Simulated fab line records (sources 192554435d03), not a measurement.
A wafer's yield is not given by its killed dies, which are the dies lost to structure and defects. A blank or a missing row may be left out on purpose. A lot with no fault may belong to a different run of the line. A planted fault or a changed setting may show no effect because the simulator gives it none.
fab line records	flow n5_finfet
[record] lots = 7	wafers = 21
route steps=1938 shown ZERO_LAYER@4 WELL_APT@21 FIN_SAQP@104 FIN_CUT@157 DUMMY_GATE@234 SD_EPI_N@288
start_h: hours from the record's opening day to when the first of the lot's shown wafers began	wait_h: hours elapsed since this lot's preceding step	" same as the row above	L1.1+2: several wafers, shown together as one row	- no value, or no start given	* or withheld: withheld	< > ~ a bound
route shown NAME@n: NAME is a module with steps in the file, n the number in the route of the first one	usual: the fault-free wafers' mean and standard deviation	same: alike in all rows	chamber/n: place in a boat	sites: per-site readings	_std_site: the values' standard deviation	_edge_site: mean of outer sites minus mean of inner sites	radius_mm: how far each site lies from the wafer's centre	mask NAME#n: copy n	behind: the last tool/chamber to shape the wafer	hold: the reason the lot was held/the length of the hold in hours/how it ended	device: transistor that didn't switch, given as n, p or np	end of line: tests run on the same wafers once the route is complete	a step without rows: its recipe alone	killed: the dies lost at the first sort to structure and to defects; this is not the yield of the wafer	map: dies across one wafer; x = killed, . = not, _ = none there
set.NAME: the setting as run; set.NAME@STEP: as run at that earlier step	model.NAME: the simulator's own value behind a step, which no gauge read
lots with deliberately changed settings; one table per step, one row per wafer
[[steps]]
[step N5_ZERO_LAYER_PECVD_02]
[recipe] material = SiO2	target_thk_a = 100	temp_c = 400	precursor = SiH4/N2O	pressure_torr = 0.75	rf_w = 275	time_s = 6
lot.wafer	tool	chamber	start_h	wait_h	set.time_s	model.SiO2_of_ZERO_LAYER_PECVD_02.thk_nm
L075.1	pecvd-04	0	18.28	0.0	6.249	10.52
L075.3	"	1	"	"	6	10.01
L075.4	"	1	"	"	6	10.13
L077.2	pecvd-01	1	30.28	0.0	6	9.859
L077.3	"	0	"	"	5.398	8.635
L077.6	"	2	"	"	5.398	8.823
L078.2	pecvd-04	1	36.30	0.0	6.426	10.71
L078.4	"	1	"	"	6.426	10.83
L078.5	"	1	"	"	6	10.1
L082.2	pecvd-03	2	60.29	0.0	6.373	10.5
L082.4	"	2	"	"	6	10.25
L082.6	"	0	"	"	6.373	10.62
L084.1	pecvd-04	2	72.28	0.0	6	9.687
L084.3	"	1	"	"	6	10.14
L084.6	"	0	"	"	5.714	9.484
L091.1	pecvd-01	1	114.31	0.0	6.839	11.05
L091.2	"	0	"	"	6.839	11.23
L091.3	"	2	"	"	6	9.726
L095.3	pecvd-01	1	138.28	0.0	6	10.14
L095.5	"	0	"	"	6	9.863
L095.6	"	2	"	"	6	9.871
[step N5_ZERO_LAYER_COAT_05]
[recipe] spin_rpm = 1500	resist_thk_nm = 1000
lot.wafer	tool	chamber	start_h	wait_h	set.spin_rpm	model.coat_of_ZERO_LAYER_COAT_05.thk_nm
L075.1+4	litho_track-03	0	-	-	1500	1004
L075.3	"	0	"	"	1500	1006
L077.2	litho_track-02	0	-	-	1500	998.4
L077.3	"	0	"	"	1500	998.5
L077.6	"	0	"	"	1500	1000
L078.2	litho_track-02	0	-	-	1617	965.3
L078.4	"	0	"	"	1617	967.9
L078.5	"	0	"	"	1500	1002
L082.2	litho_track-04	0	-	-	1500	1000
L082.4	"	0	"	"	1500	998.8
L082.6	"	0	"	"	1500	998.9
L084.1	litho_track-04	0	-	-	1500	1002
L084.3	"	0	"	"	1500	1001
L084.6	"	0	"	"	1417	1030
L091.1	litho_track-04	0	-	-	1500	997
L091.2	"	0	"	"	1377	1041
L091.3	"	0	"	"	1500	997.2
L095.3	litho_track-04	0	-	-	1500	1002
L095.5	"	0	"	"	1500	1004
L095.6	"	0	"	"	1500	999.5
[step N5_ZERO_LAYER_DEVELOP_10]
[recipe] develop_time_s = 60	rinse_liquid = diw	dry = air_spin	dev_temp_c = 21
lot.wafer	tool	chamber	start_h	wait_h	set.develop_time_s
L075.1+3+4	litho_track-04	0	-	-	60
L077.2+3	litho_track-02	0	-	-	60
L077.6	"	0	"	"	67.19
L078.2+4	litho_track-03	0	-	-	52.45
L078.5	"	0	"	"	60
L082.2+4	litho_track-02	0	-	-	60
L082.6	"	0	"	"	52.63
L084.1+3+6	litho_track-04	0	-	-	60
L091.1+3	litho_track-04	0	-	-	68.51
L091.2	"	0	"	"	60
L095.3+5+6	litho_track-04	0	-	-	60
[step N5_ZERO_LAYER_HARDBAKE_23]
[recipe] temp_c = 130	time_s = 120
[step N5_ZERO_LAYER_ETCH_17]
[recipe] chemistry = CF4	target = SiO2	target_depth_a = 120	time_s = 13.3	ion_energy_ev = 350	pressure_mtorr = 40	source_w = 450	bias_w = 215	Ar_flow_sccm = 100	cf4_flow_sccm = 100
[step N5_ZERO_LAYER_ETCH_18]
[recipe] chemistry = HBr/Cl2	target = Si	target_depth_a = 1200	time_s = 40	pressure_mtorr = 10	icp_w = 800	bias_w = 75	HBr_flow_sccm = 150	Cl2_flow_sccm = 80
[step N5_ZERO_LAYER_STRIP_24]
[recipe] chemistry = O2	power_w = 1000	temp_c = 250	overash_fraction = 0.3	pressure_mtorr = 1000	o2_flow_sccm = 6750
[usual] strip_time_to_endpoint_s = 43.85/0.094
lot.wafer	tool	chamber	start_h	wait_h	set.spin_rpm@ZERO_LAYER_COAT_05	strip_time_to_endpoint_s
L075.1	plasma_asher-02	1	18.89	0.1	1500	43.93
L075.3	"	0	"	"	1500	44.02
L075.4	"	1	"	"	1500	43.93
L077.2	plasma_asher-02	0	30.89	0.1	1500	43.86
L077.3	"	0	"	"	1500	43.75
L077.6	"	0	"	"	1500	43.84
L078.2	plasma_asher-02	0	37.06	0.1	1617	42.81
L078.4	"	0	"	"	1617	42.82
L078.5	"	0	"	"	1500	43.86
L082.2	plasma_asher-01	1	61.03	0.1	1500	43.78
L082.4	"	0	"	"	1500	43.81
L082.6	"	0	"	"	1500	43.75
L084.1	plasma_asher-02	1	72.89	0.1	1500	43.90
L084.3	"	1	"	"	1500	43.88
L084.6	"	0	"	"	1417	44.70
L091.1	plasma_asher-02	0	114.92	0.1	1500	43.71
L091.2	"	1	"	"	1377	45.09
L091.3	"	0	"	"	1500	43.76
L095.3	plasma_asher-01	0	139.27	0.1	1500	43.91
L095.5	"	0	"	"	1500	43.97
L095.6	"	1	"	"	1500	43.84
[step N5_WELL_APT_COAT_02]
[recipe] spin_rpm = 1357	resist_thk_nm = 950
lot.wafer	tool	chamber	start_h	wait_h	set.spin_rpm	model.coat_of_WELL_APT_COAT_02.thk_nm
L075.1	litho_track-05	0	-	-	1357	950.3
L075.3	"	0	"	"	1357	952.7
L075.4	"	0	"	"	1471	914.1
L077.2	litho_track-01	0	-	-	1357	943.8
L077.3	"	0	"	"	1402	926.4
L077.6	"	0	"	"	1357	944.6
L078.2	litho_track-05	0	-	-	1357	949.9
L078.4	"	0	"	"	1500	900.8
L078.5	"	0	"	"	1500	902.3
L082.2	litho_track-01	0	-	-	1357	948.1
L082.4	"	0	"	"	1357	951.3
L082.6	"	0	"	"	1357	950.9
L084.1	litho_track-05	0	-	-	1357	955.2
L084.3	"	0	"	"	1357	953.3
L084.6	"	0	"	"	1357	954.9
L091.1	litho_track-01	0	-	-	1400	932.7
L091.2	"	0	"	"	1357	945.3
L091.3	"	0	"	"	1357	944.8
L095.3	litho_track-02	0	-	-	1357	951.9
L095.5+6	"	0	"	"	1357	952.6
[step N5_FIN_SAQP_COAT_50]
[recipe] resist = SiARC	temp_c = 220	time_s = 60	spin_rpm = 1500	resist_thk_nm = 35
lot.wafer	tool	chamber	start_h	wait_h	set.spin_rpm	model.SiARC_of_FIN_SAQP_COAT_50.thk_nm
L075.1	litho_track-01	0	-	-	1500	35.13
L075.3	"	0	"	"	1500	35.06
L075.4	"	0	"	"	1500	35.04
L077.2	litho_track-01	0	-	-	1546	34.3
L077.3	"	0	"	"	1546	34.33
L077.6	"	0	"	"	1500	34.97
L078.2	litho_track-01	0	-	-	1500	34.93
L078.4	"	0	"	"	1599	33.99
L078.5	"	0	"	"	1500	35.01
L082.2	litho_track-03	0	-	-	1500	34.93
L082.4	"	0	"	"	1603	33.96
L082.6	"	0	"	"	1603	33.83
L084.1	litho_track-01	0	-	-	1500	34.86
L084.3	"	0	"	"	1500	34.92
L084.6	"	0	"	"	1500	34.99
L091.1	litho_track-01	0	-	-	1339	36.92
L091.2	"	0	"	"	1500	34.97
L091.3	"	0	"	"	1339	37.11
L095.3	litho_track-03	0	-	-	1500	35.16
L095.5	"	0	"	"	1500	34.98
L095.6	"	0	"	"	1500	35.11
[step N5_FIN_SAQP_PEB_14]
[recipe] peb_temp_c = withheld	peb_time_s = 60	resist = CAR-ArF
lot.wafer	tool	chamber	start_h	wait_h	set.peb_time_s
L075.1	litho_track-01	0	27.99	0.1	67
L075.3+4	"	0	"	"	60
L077.2	litho_track-02	0	39.41	0.1	60
L077.3+6	"	0	"	"	52.29
L078.2+4	litho_track-01	0	46.38	0.0	50.46
L078.5	"	0	"	"	60
L082.2	litho_track-01	0	69.29	0.0	60
L082.4+6	"	0	"	"	71.66
L084.1	litho_track-03	0	81.53	0.1	53.28
L084.3+6	"	0	"	"	60
L091.1	litho_track-01	0	123.80	0.1	60
L091.2+3	"	0	"	"	71.19
L095.3+5+6	litho_track-03	0	148.52	0.0	60
[step N5_FIN_SAQP_DEVELOP_15]
[recipe] develop_time_s = 30	developer = TMAH	resist = CAR-ArF	dev_temp_c = 23	rinse_liquid = diw	dry = air_spin
[step N5_FIN_SAQP_CD_MEAS_16]
[recipe] target_cd_nm = 35.6	landing_energy_ev = 500	detector = se_inlens
[usual] cd_nm = 35.6/0.37
lot.wafer	tool	chamber	start_h	wait_h	set.peb_time_s@FIN_SAQP_PEB_14	cd_nm
L075.1	cd_sem-02	0	28.06	-	67	34.6
L075.3	"	0	"	"	60	35.4
L075.4	"	0	"	"	60	35.7
L077.2	cd_sem-03	0	39.48	-	60	35.6
L077.3	"	0	"	"	52.29	37.1
L077.6	"	0	"	"	52.29	37.2
L078.2	cd_sem-03	0	46.45	-	50.46	37.8
L078.4	"	0	"	"	50.46	37.5
L078.5	"	0	"	"	60	34.9
L082.2	cd_sem-02	0	69.36	-	60	35.8
L082.4	"	0	"	"	71.66	33.6
L082.6	"	0	"	"	71.66	33.7
L084.1	cd_sem-03	0	81.60	-	53.28	37.8
L084.3	"	0	"	"	60	35.3
L084.6	"	0	"	"	60	36.1
L091.1	cd_sem-03	0	123.87	-	60	35.1
L091.2	"	0	"	"	71.19	33.4
L091.3	"	0	"	"	71.19	33.4
L095.3	cd_sem-02	0	148.59	-	60	35.6
L095.5	"	0	"	"	60	35.8
L095.6	"	0	"	"	60	36.2
[step N5_FIN_SAQP_DESCUM_21]
[recipe] chemistry = O2	time_s = 7.9	source_power_w = 50	bias_power_w = 20	pressure_mtorr = 20	rf_frequency_hz = 2.712e+07	temp_c = 40	resist = CAR-ArF	o2_flow_sccm = 225
[step N5_FIN_SAQP_ETCH_51]
[recipe] chemistry = CF4	target = SiARC	target_depth_a = 455	mask_material = CAR-ArF	time_s = 75.8	ion_energy_ev = 80	pressure_mtorr = 40	source_w = 545	bias_w = 36	Ar_flow_sccm = 100	cf4_flow_sccm = 100	ends = cleared
lot.wafer	tool	chamber	start_h	wait_h	set.spin_rpm@FIN_SAQP_COAT_50	model.etch.depth_nm	model.CAR-ArF_of_FIN_SAQP_COAT_10.thk_nm
L075.1	rie_diel-04	3	28.51	0.0	1500	35.13	50.31
L075.3	"	1	"	"	1500	35.06	50.33
L075.4	"	0	"	"	1500	35.04	50.35
L077.2	rie_diel-06	0	39.84	0.0	1546	34.3	51.45
L077.3	"	3	"	"	1546	34.33	51.16
L077.6	"	1	"	"	1500	34.97	50.8
L078.2	rie_diel-04	0	46.58	0.0	1500	34.93	50.74
L078.4	"	1	"	"	1599	33.99	51.51
L078.5	"	1	"	"	1500	35.01	50.53
L082.2	rie_diel-05	0	69.51	0.0	1500	34.93	50.94
L082.4	"	3	"	"	1603	33.96	51.76
L082.6	"	0	"	"	1603	33.83	52.23
L084.1	rie_diel-05	1	81.73	0.0	1500	34.86	50.51
L084.3	"	2	"	"	1500	34.92	50.35
L084.6	"	0	"	"	1500	34.99	50.67
L091.1	rie_diel-05	0	124.21	0.0	1339	36.92	48.86
L091.2	"	2	"	"	1500	34.97	50.27
L091.3	"	1	"	"	1339	37.11	48.34
L095.3	rie_diel-06	2	148.71	0.0	1500	35.16	51.42
L095.5	"	0	"	"	1500	34.98	51.89
L095.6	"	1	"	"	1500	35.11	51.83
[step N5_FIN_CUT_COAT_02]
[recipe] resist = CAR-EUV	spin_rpm = 1500	resist_thk_nm = 30
lot.wafer	tool	chamber	start_h	wait_h	set.spin_rpm	model.CAR-EUV_of_FIN_CUT_COAT_02.thk_nm
L075.1+3	litho_track-01	0	-	-	1500	29.8
L075.4	"	0	"	"	1457	30.4
L077.2	litho_track-01	0	-	-	1500	29.8
L077.3+6	"	0	"	"	1630	28.6
L078.2+4+5	litho_track-01	0	-	-	1339	31.6
L082.2+4+6	litho_track-05	0	-	-	1500	30
L084.1	litho_track-05	0	-	-	1500	30
L084.3+6	"	0	"	"	1335	31.8
L091.1	litho_track-04	0	-	-	1500	29.8
L091.2	"	0	"	"	1500	30
L091.3	"	0	"	"	1668	28.4
L095.3	litho_track-01	0	-	-	1500	29.8
L095.5+6	"	0	"	"	1500	30
[step N5_FIN_CUT_EXPOSE_05]
[recipe] mask_id = FIN_CUT	na = 0.33	source_shape = annular	sigma_inner = 0.35	sigma_outer = 0.8	polarization = unpolarized	dose_mj = 45.75
lot.wafer	tool	chamber	start_h	wait_h	mask	set.dose_mj
L075.1+4	euv_scanner-01	0	32.82	-	FIN_CUT#0	48
L075.3	"	0	"	"	FIN_CUT#0	45.75
L077.2+3	euv_scanner-02	0	46.21	-	FIN_CUT#0	45.75
L077.6	"	0	"	"	FIN_CUT#0	48.47
L078.2	euv_scanner-02	0	51.43	-	FIN_CUT#0	45.75
L078.4+5	"	0	"	"	FIN_CUT#0	44.24
L082.2+4	euv_scanner-02	0	75.05	-	FIN_CUT#0	42.97
L082.6	"	0	"	"	FIN_CUT#0	45.75
L084.1+6	euv_scanner-01	0	86.61	-	FIN_CUT#0	42.55
L084.3	"	0	"	"	FIN_CUT#0	45.75
L091.1+2+3	euv_scanner-02	0	129.06	-	FIN_CUT#0	45.75
L095.3+5+6	euv_scanner-02	0	153.80	-	FIN_CUT#0	45.75
[step N5_FIN_CUT_PEB_06]
[recipe] peb_temp_c = 100	peb_time_s = 60	resist = CAR-EUV
[step N5_FIN_CUT_DEVELOP_07]
[recipe] develop_time_s = 30	developer = TMAH	resist = CAR-EUV	rinse_liquid = surfactant_rinse	dry = air_spin	dev_temp_c = 23
lot.wafer	tool	chamber	start_h	wait_h	set.spin_rpm@FIN_CUT_COAT_02	model.CAR-EUV_of_FIN_CUT_COAT_02.thk_nm
L075.1+3	litho_track-05	0	-	-	1500	29.4
L075.4	"	0	"	"	1457	29.8
L077.2	litho_track-01	0	-	-	1500	29.4
L077.3	"	0	"	"	1630	28.2
L077.6	"	0	"	"	1630	28
L078.2+4+5	litho_track-05	0	-	-	1339	31.2
L082.2	litho_track-05	0	-	-	1500	29.4
L082.4+6	"	0	"	"	1500	29.6
L084.1	litho_track-04	0	-	-	1500	29.6
L084.3+6	"	0	"	"	1335	31.2
L091.1+2	litho_track-01	0	-	-	1500	29.4
L091.3	"	0	"	"	1668	28
L095.3+5+6	litho_track-04	0	-	-	1500	29.4
[step N5_FIN_CUT_CD_MEAS_08]
[recipe] target_cd_nm = 29.1	landing_energy_ev = 500	detector = se_inlens	polarity = opening
[usual] cd_nm = 29.19/0.24
lot.wafer	tool	chamber	start_h	wait_h	set.dose_mj@FIN_CUT_EXPOSE_05	cd_nm
L075.1	cd_sem-03	0	32.95	-	48	30.04
L075.3	"	0	"	"	45.75	29.11
L075.4	"	0	"	"	48	30.07
L077.2	cd_sem-01	0	46.34	-	45.75	29.24
L077.3	"	0	"	"	45.75	29.29
L077.6	"	0	"	"	48.47	30.17
L078.2	cd_sem-01	0	51.56	-	45.75	29.07
L078.4	"	0	"	"	44.24	28.36
L078.5	"	0	"	"	44.24	28.50
L082.2	cd_sem-01	0	75.17	-	42.97	28.21
L082.4	"	0	"	"	42.97	28.09
L082.6	"	0	"	"	45.75	29.21
L084.1	cd_sem-02	0	86.75	-	42.55	28.06
L084.3	"	0	"	"	45.75	29.27
L084.6	"	0	"	"	42.55	27.96
L091.1	cd_sem-03	0	129.19	-	45.75	28.84
L091.2	"	0	"	"	45.75	29.02
L091.3	"	0	"	"	45.75	29.10
L095.3	cd_sem-01	0	153.92	-	45.75	29.19
L095.5	"	0	"	"	45.75	29.04
L095.6	"	0	"	"	45.75	28.95
[step N5_FIN_CUT_DESCUM_13]
[recipe] chemistry = O2	time_s = 7	source_power_w = 50	bias_power_w = 20	pressure_mtorr = 20	rf_frequency_hz = 2.712e+07	temp_c = 40	resist = CAR-EUV	o2_flow_sccm = 225
[step N5_FIN_CUT_ETCH_30]
[recipe] chemistry = N2/H2	target = underlayer	target_depth_a = 130	mask_material = CAR-EUV	time_s = 10.4	ion_energy_ev = 200	pressure_mtorr = 30	source_w = 840	bias_w = 150	n2_flow_sccm = 200	h2_flow_sccm = 200	ends = cleared
lot.wafer	tool	chamber	start_h	wait_h	set.spin_rpm@FIN_CUT_COAT_02	set.dose_mj@FIN_CUT_EXPOSE_05	model.CAR-EUV_of_FIN_CUT_COAT_02.thk_nm	model.FIN_CUT.cd_offset_nm
L075.1	rie_diel-01	3	33.11	0.0	1500	48	14.8	1.4
L075.3	"	2	"	"	1500	45.75	14.6	0
L075.4	"	0	"	"	1457	48	15	1
L077.2	rie_diel-02	3	46.73	0.0	1500	45.75	14.6	0
L077.3	"	1	"	"	1630	45.75	13.2	0
L077.6	"	3	"	"	1630	48.47	13.2	1
L078.2	rie_diel-01	2	51.76	0.0	1339	45.75	16.4	0.2
L078.4	"	2	"	"	1339	44.24	16.2	-0.4
L078.5	"	2	"	"	1339	44.24	16.4	-0.4
L082.2+4	rie_diel-01	3,2	75.34	0.0	1500	42.97	14.8	-0.8
L082.6	"	3	"	"	1500	45.75	14.8	0
L084.1	rie_diel-01	3	87.28	0.0	1500	42.55	14.8	-1.2
L084.3	"	1	"	"	1335	45.75	16	-0.2
L084.6	"	0	"	"	1335	42.55	16.4	-1.4
L091.1	rie_diel-03	1	129.35	0.0	1500	45.75	14.6	-0.2
L091.2	"	3	"	"	1500	45.75	14.4	0.2
L091.3	"	0	"	"	1668	45.75	13.2	0
L095.3	rie_diel-02	0	154.08	0.0	1500	45.75	14.4	0.2
L095.5	"	2	"	"	1500	45.75	14.6	0
L095.6	"	3	"	"	1500	45.75	14.6	-0.2
[step N5_FIN_CUT_ETCH_20]
[recipe] chemistry = CF4	target = SiARC	target_depth_a = 260	mask_material = CAR-EUV	time_s = 43.3	ion_energy_ev = 80	pressure_mtorr = 40	source_w = 545	bias_w = 36	Ar_flow_sccm = 100	cf4_flow_sccm = 100	ends = cleared
lot.wafer	tool	chamber	start_h	wait_h	set.dose_mj@FIN_CUT_EXPOSE_05	model.FIN_CUT.cd_offset_nm
L075.1	rie_diel-01	3	33.13	0.0	48	1.4
L075.3	"	2	"	"	45.75	-0.2
L075.4	"	0	"	"	48	1
L077.2	rie_diel-02	3	46.75	0.0	45.75	0
L077.3	"	1	"	"	45.75	-0.2
L077.6	"	3	"	"	48.47	1
L078.2	rie_diel-01	2	51.79	0.0	45.75	0
L078.4+5	"	2	"	"	44.24	-0.6
L082.2	rie_diel-01	3	75.36	0.0	42.97	-0.8
L082.4	"	2	"	"	42.97	-1.2
L082.6	"	3	"	"	45.75	0
L084.1+6	rie_diel-01	3,0	87.30	0.0	42.55	-1.2
L084.3	"	1	"	"	45.75	0
L091.1	rie_diel-03	1	129.37	0.0	45.75	-0.4
L091.2+3	"	3,0	"	"	45.75	0
L095.3+6	rie_diel-02	0,3	154.10	0.0	45.75	-0.2
L095.5	"	2	"	"	45.75	0
[step N5_DUMMY_GATE_DESCUM_20]
[recipe] chemistry = O2	time_s = 6.2	source_power_w = 50	bias_power_w = 20	pressure_mtorr = 20	rf_frequency_hz = 2.712e+07	temp_c = 40	resist = CAR-EUV	o2_flow_sccm = 225
lot.wafer	tool	chamber	start_h	wait_h	set.time_s	model.CAR-EUV_of_DUMMY_GATE_COAT_09.thk_nm
L075.1+4	rie_diel-03	3,0	55.31	0.2	6.2	26.4
L075.3	"	2	"	"	5.454	26.6
L077.2+3	rie_diel-02	1,0	66.90	0.0	5.172	27
L077.6	"	2	"	"	6.2	26.6
L078.2+5	rie_diel-03	3,2	71.64	0.1	6.2	26.2
L078.4	"	2	"	"	6.2	26.4
L082.2	rie_diel-03	0	95.10	0.0	6.2	26.6
L082.4	"	3	"	"	4.907	27
L082.6	"	2	"	"	6.2	26.4
L084.1+3	rie_diel-03	1,0	107.85	0.0	6.2	26.6
L084.6	"	3	"	"	4.806	27.2
L091.1+3	rie_diel-02	3,0	147.95	0.0	6.2	26.4
L091.2	"	1	"	"	6.913	26
L095.3	rie_diel-01	3	173.35	0.0	6.2	26.6
L095.5+6	"	3,2	"	"	6.2	26.4
[step N5_DUMMY_GATE_ETCH_31]
[recipe] chemistry = C4F6/O2	target = SiO2	mask_material = SOC	target_depth_a = 825	time_s = 27.5	ion_energy_ev = 250	pressure_mtorr = 30	source_w = 345	bias_w = 185	Ar_flow_sccm = 300	C4F6_flow_sccm = 10	O2_flow_sccm = 10
lot.wafer	tool	chamber	start_h	wait_h	set.target_depth_a	model.etch.depth_nm
L075.1	rie_diel-03	2	55.74	0.0	853.5	87.23
L075.3	"	0	"	"	825	79.65
L075.4	"	3	"	"	825	83.18
L077.2	rie_diel-03	0	67.40	0.1	918.5	89.78
L077.3	"	1	"	"	825	83.15
L077.6	"	1	"	"	918.5	91.85
L078.2	rie_diel-02	0	72.09	0.1	825	80.73
L078.4	"	2	"	"	825	84.07
L078.5	"	3	"	"	859.5	84.77
L082.2	rie_diel-02	3	95.53	0.0	726.3	71.42
L082.4	"	3	"	"	825	81.05
L082.6	"	0	"	"	726.3	70.71
L084.1	rie_diel-01	1	108.27	0.0	756.3	75.55
L084.3	"	3	"	"	825	78.08
L084.6	"	3	"	"	825	78.09
L091.1	rie_diel-02	0	148.50	0.2	825	81.21
L091.2	"	2	"	"	901.8	91.48
L091.3	"	3	"	"	901.8	88.09
L095.3	rie_diel-03	3	174.10	0.4	825	84.74
L095.5	"	1	"	"	825	81.83
L095.6	"	0	"	"	825	80.09
[step N5_SD_EPI_N_EPI_21]
[recipe] material = Si:P	dopant = P	temp_c = 680	pressure_torr = 255	time_s = 690
lot.wafer	tool	chamber	start_h	wait_h	set.epi_growth_time_s	model.Si-P_of_SD_EPI_N_EPI_21.thk_nm
L075.1	epi_rpcvd-02	0	59.29	0.2	690	59.4
L075.3	"	0	"	"	690	59.6
L075.4	"	0	"	"	726.7	61.8
L077.2	epi_rpcvd-02	0	71.33	0.4	690	59.4
L077.3	"	0	"	"	690	60
L077.6	"	0	"	"	690	59.6
L078.2	epi_rpcvd-02	0	78.24	0.4	731.4	61.8
L078.4	"	0	"	"	690	58.4
L078.5	"	0	"	"	731.4	61.4
L082.2	epi_rpcvd-04	0	100.74	0.4	690	58.8
L082.4	"	0	"	"	690	57.8
L082.6	"	0	"	"	716.5	59.8
L084.1	epi_rpcvd-04	0	111.82	0.1	719	59.4
L084.3+6	"	0	"	"	690	58.2
L091.1	epi_rpcvd-02	0	152.93	0.2	690	58.4
L091.2+3	"	0	"	"	690	59
L095.3	epi_rpcvd-04	0	178.17	0.7	690	59.4
L095.5+6	"	0	"	"	690	59
[[key]]
[split] step = N5_ZERO_LAYER_PECVD_02	setting = time_s	stated = 6	by = wafer
[response] step = N5_ZERO_LAYER_PECVD_02	reading = model.SiO2_of_ZERO_LAYER_PECVD_02.thk_nm	change = +0.098	per = 1%	r = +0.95
[split] step = N5_ZERO_LAYER_COAT_05	setting = spin_rpm	stated = 1500	by = wafer
[response] step = N5_ZERO_LAYER_COAT_05	reading = model.coat_of_ZERO_LAYER_COAT_05.thk_nm	change = -5.01	per = 1%	r = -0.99
[response] step = N5_ZERO_LAYER_STRIP_24	reading = strip_time_to_endpoint_s	change = *	per = 1%	r = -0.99
[split] step = N5_ZERO_LAYER_DEVELOP_10	setting = develop_time_s	stated = 60	by = wafer
response none clear
[split] step = N5_WELL_APT_COAT_02	setting = spin_rpm	stated = 1357	by = wafer
[response] step = N5_WELL_APT_COAT_02	reading = model.coat_of_WELL_APT_COAT_02.thk_nm	change = -4.55	per = 1%	r = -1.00
[split] step = N5_FIN_SAQP_COAT_50	setting = spin_rpm	stated = 1500	by = wafer
[response] step = N5_FIN_SAQP_COAT_50	reading = model.SiARC_of_FIN_SAQP_COAT_50.thk_nm	change = -0.174	per = 1%	r = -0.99
[response] step = N5_FIN_SAQP_ETCH_51	reading = model.etch.depth_nm	change = -0.174	per = 1%	r = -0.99
[response] step = N5_FIN_SAQP_ETCH_51	reading = model.CAR-ArF_of_FIN_SAQP_COAT_10.thk_nm	change = +0.151	per = 1%	r = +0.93
[split] step = N5_FIN_SAQP_PEB_14	setting = peb_time_s	stated = 60	by = wafer
[response] step = N5_FIN_SAQP_CD_MEAS_16	reading = cd_nm	change = -0.123	per = 1%	r = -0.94
[split] step = N5_FIN_CUT_COAT_02	setting = spin_rpm	stated = 1500	by = wafer
[response] step = N5_FIN_CUT_COAT_02	reading = model.CAR-EUV_of_FIN_CUT_COAT_02.thk_nm	change = -0.148	per = 1%	r = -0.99
[response] step = N5_FIN_CUT_DEVELOP_07	reading = model.CAR-EUV_of_FIN_CUT_COAT_02.thk_nm	change = -0.139	per = 1%	r = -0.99
[response] step = N5_FIN_CUT_ETCH_30	reading = model.CAR-EUV_of_FIN_CUT_COAT_02.thk_nm	change = -0.13	per = 1%	r = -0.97
[split] step = N5_FIN_CUT_EXPOSE_05	setting = dose_mj	stated = 45.75	by = wafer
[response] step = N5_FIN_CUT_CD_MEAS_08	reading = cd_nm	change = +0.176	per = 1%	r = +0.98
[response] step = N5_FIN_CUT_ETCH_30	reading = model.FIN_CUT.cd_offset_nm	change = +0.169	per = 1%	r = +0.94
[response] step = N5_FIN_CUT_ETCH_20	reading = model.FIN_CUT.cd_offset_nm	change = +0.191	per = 1%	r = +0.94
[split] step = N5_DUMMY_GATE_DESCUM_20	setting = time_s	stated = 6.2	by = wafer
[response] step = N5_DUMMY_GATE_DESCUM_20	reading = model.CAR-EUV_of_DUMMY_GATE_COAT_09.thk_nm	change = -0.0252	per = 1%	r = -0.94
[split] step = N5_DUMMY_GATE_ETCH_31	setting = target_depth_a	stated = 825	by = wafer
[response] step = N5_DUMMY_GATE_ETCH_31	reading = model.etch.depth_nm	change = +0.738	per = 1%	r = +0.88
[split] step = N5_SD_EPI_N_EPI_21	setting = epi_growth_time_s	stated = 690	by = wafer
[response] step = N5_SD_EPI_N_EPI_21	reading = model.Si-P_of_SD_EPI_N_EPI_21.thk_nm	change = +0.437	per = 1%	r = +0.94
